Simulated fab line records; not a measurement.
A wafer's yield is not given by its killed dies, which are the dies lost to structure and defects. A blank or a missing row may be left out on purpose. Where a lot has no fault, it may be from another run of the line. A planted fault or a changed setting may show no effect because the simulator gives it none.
Chamber matching :: flow nand harc :: NHARC_HYBRID_BOND_ACTIVATE_00 on rie diel-01 has 4 sister chambers
The step chemistry N2, time 60 s. 4 wafers are shown with their chamber, then 7 later ones without.

WAFERS, EACH WITH ITS CHAMBER
wafer: L982.2
chamber: 3
showerhead plenum p Torr (Torr): 1.81

wafer: L982.4
chamber: 1
showerhead plenum p Torr (Torr): 1.67

wafer: L984.1
chamber: 2
showerhead plenum p Torr (Torr): 1.66

wafer: L984.3
chamber: 0
showerhead plenum p Torr (Torr): 1.75

WAFERS WHOSE CHAMBER IS MISSING
wafer: L984.5
showerhead plenum p Torr (Torr): 1.80

wafer: L994.1
showerhead plenum p Torr (Torr): 1.67

wafer: L994.3
showerhead plenum p Torr (Torr): 1.66

wafer: L994.4
showerhead plenum p Torr (Torr): 1.80

wafer: L995.2
showerhead plenum p Torr (Torr): 1.66

wafer: L995.4
showerhead plenum p Torr (Torr): 1.67

wafer: L995.5
showerhead plenum p Torr (Torr): 1.67

WHICH CHAMBER EACH WENT THROUGH
wafer: L984.5
from the rows above: 3
in truth: 3

wafer: L994.1
from the rows above: can't be placed: 1 or 2
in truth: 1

wafer: L994.3
from the rows above: can't be placed: 2 or 1
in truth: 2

wafer: L994.4
from the rows above: 3
in truth: 3

wafer: L995.2
from the rows above: can't be placed: 2 or 1
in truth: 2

wafer: L995.4
from the rows above: can't be placed: 1 or 2
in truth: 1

wafer: L995.5
from the rows above: can't be placed: 1 or 2
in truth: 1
Correct placement for 2 of the 7. Not placeable from these rows: 5 (in 5, the candidates include the true chamber). Number placed wrongly: 0.
How it was worked out, from the rows above alone: a wafer's distance from a chamber is the root of the sum, over the readings, of the square of ((its reading less the chamber's mean) divided by the reading's scatter). If the next closest chamber is less than 2 further off than the closest, the wafer can't be placed; otherwise it belongs to the closest. The mean given for a chamber averages the wafers shown for that chamber. The scatter: with one shown wafer a chamber, the root of the mean of the squares of how far each hidden wafer lies from its nearest shown one.
